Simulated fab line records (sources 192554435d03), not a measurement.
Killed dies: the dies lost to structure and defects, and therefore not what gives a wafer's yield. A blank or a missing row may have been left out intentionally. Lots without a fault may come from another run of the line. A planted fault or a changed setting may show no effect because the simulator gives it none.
Which tool was responsible? / flow n5_finfet / 24 lots with 72 wafers sampled at 5 steps, on a route of 1938 steps

== WHAT THE GAUGES SHOWED, per wafer ==
N5_BEOL_M11_OVL_MEAS_29. Usual: for V10_OVL the level is 0.2 nm and the standard deviation is 0.71.
lot=L074; measured=day 10 03:26; on=overlay-01; V10_OVL (nm)=0.0 0.8 -0.6; flag=
lot=L075; measured=day 11 05:38; on=overlay-01; V10_OVL (nm)=-0.5 -1.1 -0.6; flag=
lot=L076; measured=day 11 19:31; on=overlay-02; V10_OVL (nm)=0.2 0.9 0.5; flag=
lot=L077; measured=day 11 19:40; on=overlay-02; V10_OVL (nm)=1.3 -0.1 1.9; flag=
lot=L078; measured=day 12 02:13; on=overlay-02; V10_OVL (nm)=-0.7 -1.0 -0.8; flag=
lot=L082; measured=day 12 18:01; on=overlay-01; V10_OVL (nm)=-0.4 0.4 0.7; flag=
lot=L080; measured=day 12 18:11; on=overlay-02; V10_OVL (nm)=0.9 0.1 0.5; flag=
lot=L079; measured=day 12 18:22; on=overlay-02; V10_OVL (nm)=-0.1 -0.6 -0.4; flag=
lot=L085; measured=day 13 04:11; on=overlay-02; V10_OVL (nm)=0.7 -0.4 0.2; flag=
lot=L081; measured=day 13 04:21; on=overlay-02; V10_OVL (nm)=0.4 0.6 0.8; flag=
lot=L083; measured=day 13 11:24; on=overlay-02; V10_OVL (nm)=1.2 0.1 0.8; flag=
lot=L084; measured=day 13 13:07; on=overlay-02; V10_OVL (nm)=1.4 1.8 0.7; flag=
lot=L087; measured=day 13 18:34; on=overlay-02; V10_OVL (nm)=-1.2 -1.0 -1.2; flag=
lot=L088; measured=day 13 20:34; on=overlay-02; V10_OVL (nm)=0.1 1.6 1.0; flag=
lot=L086; measured=day 13 20:52; on=overlay-02; V10_OVL (nm)=-0.9 0.2 -0.5; flag=
lot=L089; measured=day 14 10:55; on=overlay-02; V10_OVL (nm)=0.7 0.4 0.4; flag=
lot=L090; measured=day 15 07:01; on=overlay-02; V10_OVL (nm)=-1.0 0.3 -1.0; flag=
lot=L093; measured=day 15 14:15; on=overlay-02; V10_OVL (nm)=-1.0 -0.1 -0.4; flag=
lot=L091; measured=day 15 14:25; on=overlay-01; V10_OVL (nm)=0.3 0.4 0.6; flag=
lot=L092; measured=day 15 20:17; on=overlay-02; V10_OVL (nm)=0.1 0.8 0.9; flag=
lot=L094; measured=day 15 22:02; on=overlay-01; V10_OVL (nm)=1.0 0.7 0.4; flag=
lot=L095; measured=day 16 18:47; on=overlay-01; V10_OVL (nm)=-0.9 -0.8 -0.2; flag=
lot=L096; measured=day 17 06:23; on=overlay-02; V10_OVL (nm)=-0.2 0.7 0.2; flag=
lot=L097; measured=day 17 08:56; on=overlay-02; V10_OVL (nm)=0.5 -0.1 0.3; flag=

N5_BEOL_M12_CD_MEAS_17: target cd 140 nm. Usual: cd_nm 139.8 nm, standard deviation 1.9.
lot=L074; measured=day 10 09:33; on=cd_sem-02; cd_nm (nm)=138.3 141.0 140.8; flag=
lot=L075; measured=day 11 11:22; on=cd_sem-03; cd_nm (nm)=141.4 141.6 142.5; flag=
lot=L076; measured=day 11 23:52; on=cd_sem-02; cd_nm (nm)=138.1 136.2 137.9; flag=
lot=L077; measured=day 12 01:04; on=cd_sem-01; cd_nm (nm)=141.1 140.3 137.8; flag=
lot=L078; measured=day 12 07:41; on=cd_sem-03; cd_nm (nm)=135.3 135.2 136.9; flag=
lot=L082; measured=day 13 00:43; on=cd_sem-03; cd_nm (nm)=141.1 140.4 137.6; flag=
lot=L080; measured=day 13 00:04; on=cd_sem-03; cd_nm (nm)=142.4 142.0 142.2; flag=
lot=L079; measured=day 13 01:03; on=cd_sem-03; cd_nm (nm)=144.4 141.4 141.2; flag=
lot=L085; measured=day 13 08:36; on=cd_sem-01; cd_nm (nm)=144.7 142.5 140.7; flag=
lot=L081; measured=day 13 09:01; on=cd_sem-01; cd_nm (nm)=138.7 140.4 137.7; flag=
lot=L083; measured=day 13 16:07; on=cd_sem-01; cd_nm (nm)=137.8 137.3 138.9; flag=
lot=L084; measured=day 13 18:13; on=cd_sem-01; cd_nm (nm)=139.7 139.3 140.8; flag=
lot=L087; measured=day 13 22:54; on=cd_sem-01; cd_nm (nm)=141.0 141.7 140.2; flag=
lot=L088; measured=day 14 02:36; on=cd_sem-03; cd_nm (nm)=141.4 138.3 137.1; flag=
lot=L086; measured=day 14 02:43; on=cd_sem-01; cd_nm (nm)=141.8 143.9 140.8; flag=
lot=L089; measured=day 14 18:50; on=cd_sem-01; cd_nm (nm)=139.7 142.6 139.9; flag=
lot=L090; measured=day 15 12:48; on=cd_sem-02; cd_nm (nm)=142.9 141.2 140.0; flag=
lot=L093; measured=day 15 19:10; on=cd_sem-02; cd_nm (nm)=138.5 140.6 141.5; flag=
lot=L091; measured=day 15 19:53; on=cd_sem-01; cd_nm (nm)=136.0 137.6 136.8; flag=
lot=L092; measured=day 16 00:33; on=cd_sem-01; cd_nm (nm)=138.7 140.1 140.3; flag=
lot=L094; measured=day 16 03:07; on=cd_sem-03; cd_nm (nm)=140.0 137.6 140.5; flag=
lot=L095; measured=day 17 01:22; on=cd_sem-03; cd_nm (nm)=139.1 141.1 139.4; flag=
lot=L096; measured=day 17 12:24; on=cd_sem-01; cd_nm (nm)=138.6 138.8 140.2; flag=
lot=L097; measured=day 17 13:02; on=cd_sem-01; cd_nm (nm)=138.8 138.7 137.9; flag=

== EACH LOT AND THE TOOL THAT RAN IT (in order: tool; ch and the chambers of the sampled wafers; start) ==
lot=L074; N5_BEOL_M11_DEGAS_44=pvd_sputter-02, day 10 06:48; N5_BEOL_M11_SPUTTER_48=pvd_sputter-02, day 10 07:30; N5_BEOL_M11_CMP_52=cmp-02 ch 0,2, day 10 08:02
lot=L075; N5_BEOL_M11_DEGAS_44=pvd_sputter-01, day 11 06:55; N5_BEOL_M11_SPUTTER_48=pvd_sputter-02, day 11 09:06; N5_BEOL_M11_CMP_52=cmp-01 ch 1,3, day 11 09:41
lot=L076; N5_BEOL_M11_DEGAS_44=pvd_sputter-01, day 11 20:45; N5_BEOL_M11_SPUTTER_48=pvd_sputter-02, day 11 21:23; N5_BEOL_M11_CMP_52=cmp-02 ch 0,1,2, day 11 22:26
lot=L077; N5_BEOL_M11_DEGAS_44=pvd_sputter-01, day 11 21:04; N5_BEOL_M11_SPUTTER_48=pvd_sputter-03, day 11 21:43; N5_BEOL_M11_CMP_52=cmp-04 ch 1,3, day 11 23:16
lot=L078; N5_BEOL_M11_DEGAS_44=pvd_sputter-02, day 12 04:05; N5_BEOL_M11_SPUTTER_48=pvd_sputter-01, day 12 04:40; N5_BEOL_M11_CMP_52=cmp-04 ch 0,2,3, day 12 06:13
lot=L082; N5_BEOL_M11_DEGAS_44=pvd_sputter-03, day 12 21:41; N5_BEOL_M11_SPUTTER_48=pvd_sputter-03, day 12 22:21; N5_BEOL_M11_CMP_52=cmp-01 ch 0,2,3, day 12 22:58
lot=L080; N5_BEOL_M11_DEGAS_44=pvd_sputter-01, day 12 19:34; N5_BEOL_M11_SPUTTER_48=pvd_sputter-03, day 12 21:56; N5_BEOL_M11_CMP_52=cmp-01 ch 0,2,3, day 12 22:37
lot=L079; N5_BEOL_M11_DEGAS_44=pvd_sputter-01, day 12 21:47; N5_BEOL_M11_SPUTTER_48=pvd_sputter-01, day 12 22:28; N5_BEOL_M11_CMP_52=cmp-04 ch 1,2,3, day 12 23:10
lot=L085; N5_BEOL_M11_DEGAS_44=pvd_sputter-01, day 13 05:46; N5_BEOL_M11_SPUTTER_48=pvd_sputter-02, day 13 06:27; N5_BEOL_M11_CMP_52=cmp-01 ch 0,1, day 13 07:02
lot=L081; N5_BEOL_M11_DEGAS_44=pvd_sputter-02, day 13 06:16; N5_BEOL_M11_SPUTTER_48=pvd_sputter-01, day 13 06:50; N5_BEOL_M11_CMP_52=cmp-02 ch 0,1,3, day 13 07:29
lot=L083; N5_BEOL_M11_DEGAS_44=pvd_sputter-03, day 13 12:50; N5_BEOL_M11_SPUTTER_48=pvd_sputter-01, day 13 13:50; N5_BEOL_M11_CMP_52=cmp-04 ch 0,1,3, day 13 14:40
lot=L084; N5_BEOL_M11_DEGAS_44=pvd_sputter-01, day 13 14:40; N5_BEOL_M11_SPUTTER_48=pvd_sputter-03, day 13 15:32; N5_BEOL_M11_CMP_52=cmp-04 ch 2,3, day 13 16:43
lot=L087; N5_BEOL_M11_DEGAS_44=pvd_sputter-02, day 13 20:05; N5_BEOL_M11_SPUTTER_48=pvd_sputter-03, day 13 20:44; N5_BEOL_M11_CMP_52=cmp-04 ch 1,2,3, day 13 21:20
lot=L088; N5_BEOL_M11_DEGAS_44=pvd_sputter-03, day 13 23:37; N5_BEOL_M11_SPUTTER_48=pvd_sputter-03, day 14 00:19; N5_BEOL_M11_CMP_52=cmp-01 ch 0,1,2, day 14 00:53
lot=L086; N5_BEOL_M11_DEGAS_44=pvd_sputter-03, day 13 23:42; N5_BEOL_M11_SPUTTER_48=pvd_sputter-03, day 14 00:26; N5_BEOL_M11_CMP_52=cmp-04 ch 1,2,3, day 14 01:02
lot=L089; N5_BEOL_M11_DEGAS_44=pvd_sputter-02, day 14 12:30; N5_BEOL_M11_SPUTTER_48=pvd_sputter-02, day 14 16:40; N5_BEOL_M11_CMP_52=cmp-01 ch 0,1, day 14 17:12
lot=L090; N5_BEOL_M11_DEGAS_44=pvd_sputter-01, day 15 08:23; N5_BEOL_M11_SPUTTER_48=pvd_sputter-01, day 15 10:41; N5_BEOL_M11_CMP_52=cmp-04 ch 1,2,3, day 15 11:17
lot=L093; N5_BEOL_M11_DEGAS_44=pvd_sputter-02, day 15 15:19; N5_BEOL_M11_SPUTTER_48=pvd_sputter-01, day 15 16:25; N5_BEOL_M11_CMP_52=cmp-02 ch 0,1, day 15 17:07
lot=L091; N5_BEOL_M11_DEGAS_44=pvd_sputter-03, day 15 15:45; N5_BEOL_M11_SPUTTER_48=pvd_sputter-01, day 15 17:02; N5_BEOL_M11_CMP_52=cmp-01 ch 1,2,3, day 15 17:40
lot=L092; N5_BEOL_M11_DEGAS_44=pvd_sputter-02, day 15 21:44; N5_BEOL_M11_SPUTTER_48=pvd_sputter-01, day 15 22:20; N5_BEOL_M11_CMP_52=cmp-04 ch 0,3, day 15 22:53
lot=L094; N5_BEOL_M11_DEGAS_44=pvd_sputter-03, day 16 00:13; N5_BEOL_M11_SPUTTER_48=pvd_sputter-02, day 16 01:02; N5_BEOL_M11_CMP_52=cmp-01 ch 0,2,3, day 16 01:40
lot=L095; N5_BEOL_M11_DEGAS_44=pvd_sputter-02, day 16 20:20; N5_BEOL_M11_SPUTTER_48=pvd_sputter-03, day 16 22:44; N5_BEOL_M11_CMP_52=cmp-02 ch 0,2, day 16 23:18
lot=L096; N5_BEOL_M11_DEGAS_44=pvd_sputter-01, day 17 09:15; N5_BEOL_M11_SPUTTER_48=pvd_sputter-01, day 17 10:07; N5_BEOL_M11_CMP_52=cmp-02 ch 0,1,2, day 17 10:38
lot=L097; N5_BEOL_M11_DEGAS_44=pvd_sputter-01, day 17 10:11; N5_BEOL_M11_SPUTTER_48=pvd_sputter-03, day 17 10:48; N5_BEOL_M11_CMP_52=cmp-02 ch 0,2,3, day 17 11:32
- N5_BEOL_M11_DEGAS_44: time 60 s.
- N5_BEOL_M11_SPUTTER_48: material Cu, target thk 12 nm, time 2 s.
- N5_BEOL_M11_CMP_52: polishes, stops on SiCOH lowk, t overpolish 7 s, target thk 140 nm.

== AS READ BY THE TOOLS THEMSELVES (means over the sampled wafers that have a number; for cases with no such wafer, the mark the record gives instead) ==
N5_BEOL_M11_DEGAS_44. Usual: heater_power_w 341 W, standard deviation 29.
lot=L074; tool=pvd_sputter-02; heater_power_w (W)=348; flag=
lot=L075; tool=pvd_sputter-01; heater_power_w (W)=341; flag=
lot=L076; tool=pvd_sputter-01; heater_power_w (W)=299; flag=
lot=L077; tool=pvd_sputter-01; heater_power_w (W)=342; flag=
lot=L078; tool=pvd_sputter-02; heater_power_w (W)=355; flag=
lot=L082; tool=pvd_sputter-03; heater_power_w (W)=327; flag=
lot=L080; tool=pvd_sputter-01; heater_power_w (W)=346; flag=
lot=L079; tool=pvd_sputter-01; heater_power_w (W)=323; flag=
lot=L085; tool=pvd_sputter-01; heater_power_w (W)=348; flag=
lot=L081; tool=pvd_sputter-02; heater_power_w (W)=343; flag=
lot=L083; tool=pvd_sputter-03; heater_power_w (W)=336; flag=
lot=L084; tool=pvd_sputter-01; heater_power_w (W)=338; flag=
lot=L087; tool=pvd_sputter-02; heater_power_w (W)=348; flag=
lot=L088; tool=pvd_sputter-03; heater_power_w (W)=345; flag=
lot=L086; tool=pvd_sputter-03; heater_power_w (W)=358; flag=
lot=L089; tool=pvd_sputter-02; heater_power_w (W)=362; flag=
lot=L090; tool=pvd_sputter-01; heater_power_w (W)=302; flag=
lot=L093; tool=pvd_sputter-02; heater_power_w (W)=360; flag=
lot=L091; tool=pvd_sputter-03; heater_power_w (W)=336; flag=
lot=L092; tool=pvd_sputter-02; heater_power_w (W)=353; flag=
lot=L094; tool=pvd_sputter-03; heater_power_w (W)=334; flag=
lot=L095; tool=pvd_sputter-02; heater_power_w (W)=363; flag=
lot=L096; tool=pvd_sputter-01; heater_power_w (W)=337; flag=
lot=L097; tool=pvd_sputter-01; heater_power_w (W)=325; flag=

N5_BEOL_M11_SPUTTER_48. Usual: throttle_valve_pct 30.2 %, standard deviation 0.92.
lot=L074; tool=pvd_sputter-02; throttle_valve_pct (%)=29.0; flag=
lot=L075; tool=pvd_sputter-02; throttle_valve_pct (%)=29.5; flag=
lot=L076; tool=pvd_sputter-02; throttle_valve_pct (%)=29.3; flag=
lot=L077; tool=pvd_sputter-03; throttle_valve_pct (%)=30.2; flag=
lot=L078; tool=pvd_sputter-01; throttle_valve_pct (%)=31.0; flag=
lot=L082; tool=pvd_sputter-03; throttle_valve_pct (%)=30.2; flag=
lot=L080; tool=pvd_sputter-03; throttle_valve_pct (%)=30.0; flag=
lot=L079; tool=pvd_sputter-01; throttle_valve_pct (%)=30.1; flag=
lot=L085; tool=pvd_sputter-02; throttle_valve_pct (%)=30.2; flag=
lot=L081; tool=pvd_sputter-01; throttle_valve_pct (%)=30.9; flag=
lot=L083; tool=pvd_sputter-01; throttle_valve_pct (%)=29.9; flag=
lot=L084; tool=pvd_sputter-03; throttle_valve_pct (%)=30.4; flag=
lot=L087; tool=pvd_sputter-03; throttle_valve_pct (%)=30.4; flag=
lot=L088; tool=pvd_sputter-03; throttle_valve_pct (%)=30.2; flag=
lot=L086; tool=pvd_sputter-03; throttle_valve_pct (%)=30.1; flag=
lot=L089; tool=pvd_sputter-02; throttle_valve_pct (%)=29.1; flag=
lot=L090; tool=pvd_sputter-01; throttle_valve_pct (%)=30.1; flag=
lot=L093; tool=pvd_sputter-01; throttle_valve_pct (%)=30.2; flag=
lot=L091; tool=pvd_sputter-01; throttle_valve_pct (%)=30.8; flag=
lot=L092; tool=pvd_sputter-01; throttle_valve_pct (%)=31.7; flag=
lot=L094; tool=pvd_sputter-02; throttle_valve_pct (%)=30.7; flag=
lot=L095; tool=pvd_sputter-03; throttle_valve_pct (%)=30.2; flag=
lot=L096; tool=pvd_sputter-01; throttle_valve_pct (%)=30.0; flag=
lot=L097; tool=pvd_sputter-03; throttle_valve_pct (%)=30.4; flag=

N5_BEOL_M11_CMP_52. Usual: barrier_field_endpoint_s 28.7 s, standard deviation 0.7; head_pressure_psi 0.9998 psi, standard deviation 0.0021; motor_current_A 6.2 A, standard deviation 0.71; overpolish_run_s 7.001 s, standard deviation 0.01; time_to_endpoint_s 66.6 s, standard deviation 2.7.
lot=L074; tool=cmp-02; barrier_field_endpoint_s (s)=28.6; head_pressure_psi (psi)=0.9994; motor_current_A (A)=5.8; overpolish_run_s (s)=7.005; time_to_endpoint_s (s)=66.5; flag=
lot=L075; tool=cmp-01; barrier_field_endpoint_s (s)=28.1; head_pressure_psi (psi)=0.9982; motor_current_A (A)=6.5; overpolish_run_s (s)=6.990; time_to_endpoint_s (s)=66.4; flag=
lot=L076; tool=cmp-02; barrier_field_endpoint_s (s)=28.1; head_pressure_psi (psi)=1.0028; motor_current_A (A)=5.4; overpolish_run_s (s)=6.994; time_to_endpoint_s (s)=65.8; flag=
lot=L077; tool=cmp-04; barrier_field_endpoint_s (s)=29.1; head_pressure_psi (psi)=0.9999; motor_current_A (A)=6.5; overpolish_run_s (s)=7.003; time_to_endpoint_s (s)=66.9; flag=
lot=L078; tool=cmp-04; barrier_field_endpoint_s (s)=28.8; head_pressure_psi (psi)=0.9973; motor_current_A (A)=6.7; overpolish_run_s (s)=6.999; time_to_endpoint_s (s)=66.9; flag=
lot=L082; tool=cmp-01; barrier_field_endpoint_s (s)=28.2; head_pressure_psi (psi)=1.0000; motor_current_A (A)=6.5; overpolish_run_s (s)=7.005; time_to_endpoint_s (s)=64.0; flag=
lot=L080; tool=cmp-01; barrier_field_endpoint_s (s)=28.5; head_pressure_psi (psi)=1.0022; motor_current_A (A)=6.4; overpolish_run_s (s)=6.996; time_to_endpoint_s (s)=64.1; flag=
lot=L079; tool=cmp-04; barrier_field_endpoint_s (s)=29.3; head_pressure_psi (psi)=0.9991; motor_current_A (A)=6.3; overpolish_run_s (s)=6.992; time_to_endpoint_s (s)=69.7; flag=
lot=L085; tool=cmp-01; barrier_field_endpoint_s (s)=28.2; head_pressure_psi (psi)=1.0001; motor_current_A (A)=5.6; overpolish_run_s (s)=7.011; time_to_endpoint_s (s)=64.7; flag=
lot=L081; tool=cmp-02; barrier_field_endpoint_s (s)=30.4; head_pressure_psi (psi)=1.0004; motor_current_A (A)=5.4; overpolish_run_s (s)=7.009; time_to_endpoint_s (s)=70.9; flag=
lot=L083; tool=cmp-04; barrier_field_endpoint_s (s)=29.0; head_pressure_psi (psi)=0.9992; motor_current_A (A)=6.6; overpolish_run_s (s)=7.015; time_to_endpoint_s (s)=66.2; flag=
lot=L084; tool=cmp-04; barrier_field_endpoint_s (s)=29.0; head_pressure_psi (psi)=0.9985; motor_current_A (A)=6.6; overpolish_run_s (s)=7.001; time_to_endpoint_s (s)=66.0; flag=
lot=L087; tool=cmp-04; barrier_field_endpoint_s (s)=28.5; head_pressure_psi (psi)=1.0004; motor_current_A (A)=6.5; overpolish_run_s (s)=7.000; time_to_endpoint_s (s)=66.7; flag=
lot=L088; tool=cmp-01; barrier_field_endpoint_s (s)=28.1; head_pressure_psi (psi)=0.9991; motor_current_A (A)=6.5; overpolish_run_s (s)=7.009; time_to_endpoint_s (s)=63.4; flag=
lot=L086; tool=cmp-04; barrier_field_endpoint_s (s)=29.2; head_pressure_psi (psi)=0.9996; motor_current_A (A)=6.2; overpolish_run_s (s)=6.997; time_to_endpoint_s (s)=68.4; flag=
lot=L089; tool=cmp-01; barrier_field_endpoint_s (s)=28.2; head_pressure_psi (psi)=0.9995; motor_current_A (A)=5.8; overpolish_run_s (s)=7.014; time_to_endpoint_s (s)=63.1; flag=
lot=L090; tool=cmp-04; barrier_field_endpoint_s (s)=28.4; head_pressure_psi (psi)=1.0003; motor_current_A (A)=6.1; overpolish_run_s (s)=7.000; time_to_endpoint_s (s)=67.4; flag=
lot=L093; tool=cmp-02; barrier_field_endpoint_s (s)=29.1; head_pressure_psi (psi)=0.9993; motor_current_A (A)=5.7; overpolish_run_s (s)=6.999; time_to_endpoint_s (s)=66.8; flag=
lot=L091; tool=cmp-01; barrier_field_endpoint_s (s)=28.4; head_pressure_psi (psi)=1.0002; motor_current_A (A)=6.8; overpolish_run_s (s)=6.989; time_to_endpoint_s (s)=67.8; flag=
lot=L092; tool=cmp-04; barrier_field_endpoint_s (s)=29.7; head_pressure_psi (psi)=0.9989; motor_current_A (A)=7.1; overpolish_run_s (s)=7.011; time_to_endpoint_s (s)=68.4; flag=
lot=L094; tool=cmp-01; barrier_field_endpoint_s (s)=29.3; head_pressure_psi (psi)=1.0020; motor_current_A (A)=6.3; overpolish_run_s (s)=7.012; time_to_endpoint_s (s)=67.7; flag=
lot=L095; tool=cmp-02; barrier_field_endpoint_s (s)=28.0; head_pressure_psi (psi)=1.0018; motor_current_A (A)=5.5; overpolish_run_s (s)=7.001; time_to_endpoint_s (s)=64.2; flag=
lot=L096; tool=cmp-02; barrier_field_endpoint_s (s)=28.1; head_pressure_psi (psi)=0.9999; motor_current_A (A)=5.4; overpolish_run_s (s)=7.000; time_to_endpoint_s (s)=65.3; flag=
lot=L097; tool=cmp-02; barrier_field_endpoint_s (s)=28.6; head_pressure_psi (psi)=1.0001; motor_current_A (A)=5.3; overpolish_run_s (s)=7.003; time_to_endpoint_s (s)=65.7; flag=

== THE ANSWER, worked out from the rows above alone ==
Rule: lot off if the mean of its wafers having a number is beyond 3 standard deviations from the usual mean. Also off: a lot with no number at a reading for which 4 or more lots have one. The other lots that the step has rows for count as sound. After the gauges, taken in route order, come the tools' own readings; for these a lot's mean is taken, as printed above. The first step at which some lot is off is used, and at that step the reading that is off furthest; a lot without a number counts as furthest.
Across all readings shown, no lot is off: no conclusion can be drawn from this.

== WHAT THE SIMULATOR HAD INSERTED ==
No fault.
